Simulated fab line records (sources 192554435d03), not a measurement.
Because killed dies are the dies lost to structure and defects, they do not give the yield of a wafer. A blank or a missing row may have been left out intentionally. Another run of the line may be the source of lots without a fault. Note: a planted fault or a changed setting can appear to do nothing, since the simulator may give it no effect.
A struck lot beside a sound one | flow n5-finfet | 40 out of 1938 route steps
Sound: the wafers L380.2, L380.3, L380.6. Wafers struck: L378.3, L378.4, L378.5. The cause is named last.
For every step that has rows: the tool of each side, followed by ch and its chambers, followed by its first start. Under that, the readings that differ: sound wafers | struck wafers | difference of the means | sigmas: that difference in standard deviations of wafers without a fault.
alike: a reading whose means differ by less than 2 such deviations, as well as words and numbers matching on both sides. not compared: withheld readings; readings where some wafer has no value; bounds like >300 that might hide an equal value; numbers whose values overlap and for which the record gives no deviation.
Wherever a step has rows on one side only, a row that says differs or no value, or a row with sigmas, the two part there. Non-overlapping numbers with no deviation appear without sigmas and do not part them. A reading that every wafer of one side lacks parts them only if that side has two wafers or more.

first, 11 steps without rows for these wafers: N5_MOL_CONTACT_COAG_WET_ETCH_116 (etches the open film in SC1-inhibited, target depth 4.6 nm, rinse time 30 s); N5_MOL_CONTACT_COAG_ALD_27 (deposits SiOC, target thk 17 nm, pulse time 1.5 s, time 2720 s); N5_MOL_CONTACT_COAG_CMP_28 (polishes, stops on SiNx, t overpolish 0.85 s, target thk 14.522 nm); N5_MOL_CONTACT_COAG_ALD_123 (deposits SiNx, target thk 5 nm, pulse time 1 s, purge time 2 s); N5_MOL_CONTACT_COAG_PECVD_31 (deposits SiO2 from TEOS/O2, target thk 46 nm, time 8.9 s); N5_MOL_CONTACT_COAG_COAT_75 (time 60 s, resist thk 60 nm); N5_MOL_CONTACT_COAG_COAT_76 (time 60 s, resist thk 10 nm); N5_MOL_CONTACT_COAG_COAT_77 (time 60 s, resist thk 10 nm); N5_MOL_CONTACT_COAG_COAT_78 (resist thk 40 nm); N5_MOL_CONTACT_COAG_EBR_80; N5_MOL_CONTACT_COAG_SOFTBAKE_79 (time 60 s).
N5_MOL_CONTACT_COAG_EXPOSE_81: exposes mask VG, defocus 0 nm.
  sound on euv-scanner-02 ch 0, day 9 10:42; struck on euv-scanner-01 ch 0, day 8 21:48
  reading                                  | sound             | struck            | difference | sigmas
  stage-msd-nm (nm)                        | 0.820 0.821 0.818 | 0.882 0.882 0.881 | +0.062     | +2
  model.MOL_CONTACT_COAG.overlay-x-nm (nm) | 0.6 0.6 0.6       | 13 13 13          | +12        |
  alike: mask
then, 2 steps without rows for these wafers: N5_MOL_CONTACT_COAG_PEB_82 (peb time 60 s); N5_MOL_CONTACT_COAG_DEVELOP_83 (develop time 30 s).
N5_MOL_CONTACT_COAG_OVL_MEAS_85:
  sound on overlay-01 ch 0, day 9 10:52; struck on overlay-01 ch 0, day 8 21:58
  reading     | sound          | struck         | difference | sigmas
  VG_OVL (nm) | -0.5 -0.1 -0.8 | 12.4 11.7 12.3 | +12.6      | +15
then, 23 steps without rows for these wafers: N5_MOL_CONTACT_COAG_DESCUM_88 (chemistry O2, time 7 s); N5_MOL_CONTACT_COAG_ETCH_89 (etches underlayer in N2/H2, target depth 13 nm, time 10.4 s); N5_MOL_CONTACT_COAG_ETCH_90 (etches SiARC in CF4, target depth 13 nm, time 21.7 s); N5_MOL_CONTACT_COAG_ALD_131 (deposits SiO2, target thk 5 nm, pulse time 1 s, co reactant pulse time 1 s); N5_MOL_CONTACT_COAG_ETCHBACK_132 (etches SiO2 in CHF3, target depth 10 nm, time 6.7 s); N5_MOL_CONTACT_COAG_ETCH_91 (etches SOC in N2/H2, target depth 60 nm, overetch 21 nm, time 101.2 s); N5_MOL_CONTACT_COAG_STRIP_92 (strips in N2/H2); N5_MOL_CONTACT_COAG_STRIP_93 (strips in N2/H2); N5_MOL_CONTACT_COAG_ETCHBACK_135 (etches SiO2 in CHF3, target depth 25 nm, time 16.7 s); N5_MOL_CONTACT_COAG_STRIP_118 (strips in CHF3); N5_MOL_CONTACT_COAG_VIA_ETCH_46 (etches SiO2 in C4F6/O2, target depth 46 nm, overetch 9.2 nm, time 40 s); N5_MOL_CONTACT_COAG_STRIP_96 (strips in N2/H2); N5_MOL_CONTACT_COAG_ETCH_47 (etches SiNx in CH3F/O2, stops on W, target depth 27 nm); N5_MOL_CONTACT_COAG_STRIP_119 (strips in N2/H2, time 30 s); N5_MOL_CONTACT_COAG_PRECLEAN_144 (cleans in alkaline clean, time 60 s); N5_MOL_CONTACT_COAG_SRD_145 (time 30 s); N5_MOL_CONTACT_COAG_COAT_62 (time 60 s, resist thk 60 nm); N5_MOL_CONTACT_COAG_COAT_63 (time 60 s, resist thk 10 nm); N5_MOL_CONTACT_COAG_COAT_64 (time 60 s, resist thk 10 nm); N5_MOL_CONTACT_COAG_COAT_34 (resist thk 40 nm); N5_MOL_CONTACT_COAG_EBR_36; N5_MOL_CONTACT_COAG_SOFTBAKE_35 (time 60 s); N5_MOL_CONTACT_COAG_EXPOSE_37 (exposes mask VD, defocus 0 nm).
-- here the record skips 3 days between the struck wafers' starts before and after, leaving off in module MOL_CONTACT_COAG and picking up in module BEOL_M4 (first step shown: number 1111 of the route) --
N5_BEOL_M4_RC_MEAS_101:
  sound on prober-01 ch 0, day 12 10:02; struck on prober-01 ch 0, day 11 22:14
  reading       | sound          | struck         | difference | sigmas
  DIBL_N (mV/V) | 31.0 34.2 33.9 | 38.3 37.6 36.4 | +4.4       | +3
  DIBL_P (mV/V) | 31.9 35.3 34.6 | 40.4 38.3 37.0 | +4.6       | +2
  SS_N (mV/dec) | 70.2 71.2 71.1 | 72.2 72.1 72.2 | +1.3       | +2
  alike: IOFF_N, IOFF_P, ION_N, ION_P, SS_P, VT_N, VT_P
-- record jumps: 4 days separate the struck wafers' starts on either side; left off in module BEOL_M4, taken up again in module PASSIVATION, whose first shown step is the route's number 1936 --
N5_PASSIVATION_PROBE_49:
  rows exist in the record for the struck wafers here (prober-01, day 16 09:49), but not for the sound ones

WHERE THEY PART
Last at N5_PASSIVATION_PROBE_49 as far as this record goes, first at N5_MOL_CONTACT_COAG_EXPOSE_81.

WHY: whatever the simulator had introduced
Scanner matching overlay: euv-scanner-01, from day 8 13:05 on, at N5_MOL_CONTACT_COAG_EXPOSE_81. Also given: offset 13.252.
